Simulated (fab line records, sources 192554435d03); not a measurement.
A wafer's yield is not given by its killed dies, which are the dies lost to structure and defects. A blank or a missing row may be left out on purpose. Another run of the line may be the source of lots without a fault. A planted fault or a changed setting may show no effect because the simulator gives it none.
Split-lot experiment	flow n5Finfet	21 wafers read from 7 lots, route of 1938 steps

ON THE SPLIT
At N5_BEOL_M0_SAQP_SPACER1_ALD_98 (deposits SiO2, target thk 12.8 nm, pulse time 1 s, purge time 2 s), the setting tempC was moved away from the recipe's 300 C on 6 of the 21 wafers read, by -3.8% to +3.9%. For the rest of the wafers, this setting stayed at what the recipe calls for.

SPLIT TO READING: what lies between them in the file, 1 step
- N5_BEOL_M0_SAQP_SPACER1_ETCHBACK_99: etches SiO2 in CHF3/O2, target depth 15.4 nm, time 7.7 s

THE READING
BEOL_M0_SAQP.cdNm (the simulator's own value, which no gauge read), in nm, at N5_BEOL_M0_SAQP_MANDREL1_REMOVE_100 (chemistry HBr/Cl2/O2, target a-Si, stops on SiNx, bt time 10 s). No usual value for it is given in the file. Across the 15 wafers here that went through the recipe, the average is 12.8 nm and the standard deviation 0.05 nm.

wafer	tool, chamber at the split	tempC as run, C	against the recipe	BEOL_M0_SAQP.cdNm, nm	against lot-mates on the recipe
L076.1	aldSin-03, 2,3,2	300	recipe	12.8	-
L076.2	aldSin-03, 2,3,2	300	recipe	12.8	-
L076.5	aldSin-03, 2,3,2	300	recipe	12.8	-
L077.4	aldSin-03, 0	308.8	+2.9%	12.6	-0.2
L077.5	aldSin-03, 2,3	300	recipe	12.8	-
L077.6	aldSin-03, 2,3	300	recipe	12.8	-
L082.1	aldSin-01, 3,2	300	recipe	12.8	-
L082.5	aldSin-01, 3,2	300	recipe	12.8	-
L082.2	aldSin-01, 1	308	+2.7%	12.6	-0.2
L084.2	aldSin-01, 2,1,2	300	recipe	12.8	-
L084.5	aldSin-01, 2,1,2	300	recipe	12.8	-
L084.6	aldSin-01, 2,1,2	300	recipe	12.8	-
L089.1	aldSin-02, 3	311.6	+3.9%	12.6	-0.2
L089.4	aldSin-02, 0,1	300	recipe	12.8	-
L089.6	aldSin-02, 0,1	300	recipe	12.8	-
L093.2	aldSin-03, 2,3	300	recipe	12.8	-
L093.4	aldSin-03, 2,3	300	recipe	12.8	-
L093.5	aldSin-03, 3	288.6	-3.8%	13.4	+0.6
L094.1	aldSin-02, 3,1	292.6	-2.5%	13	+0.4
L094.2	aldSin-02, 3,1	292.6	-2.5%	13.2	+0.6
L094.4	aldSin-02, 0	300	recipe	12.6	-
When a row names more than one chamber, that row covers several wafers, and the file does not tell which wafer ran in which chamber.

FIT RESULTS
A straight line over all 21 wafers: BEOL_M0_SAQP.cdNm changes by -0.099 nm for each +1% of tempC; r = -0.89; the points scatter about the line by 0.089 nm.
The same after taking each lot's own level away (the mean of its wafers on the recipe; 21 wafers): -0.117 nm for each +1%; r = -0.90; scatter 0.096 nm.
Per that fit: largest tempC move, reading shift of 0.45 nm.
From 12.60 to 12.80 nm: that is the span of the lots' own levels, equal to 4.0 times the standard deviation above.
Hence the slope depends on the lot-to-lot level, as the two fits are not the same.
Check: -0.486 nm against its lot-mates is what the line predicts for one of the wafers moved furthest among these (+3.9%) when that wafer is left out of the fit. It came out at -0.2 nm against them.

OTHER SPLITS APPLIED TO THESE WAFERS
Before the reading, these wafers also passed through other splits. Each is held against what the fit with the lots' levels taken away leaves over:
other split on the same wafers	wafers away from the commonest value	r with BEOL_M0_SAQP.cdNm (lot level and that fit taken away)
N5_GATE_CUT_EXPOSE_10 doseMj	8	-0.14
N5_MOL_CONTACT_COAG_ALD_27 aldCycles	7	+0.01
N5_MOL_CONTACT_COAG_ALD_133 aldCycles	5	+0.11

THE FILE'S OWN FIT
BEOL_M0_SAQP.cdNm changes by -0.106 nm for each +1% of tempC, r = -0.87.
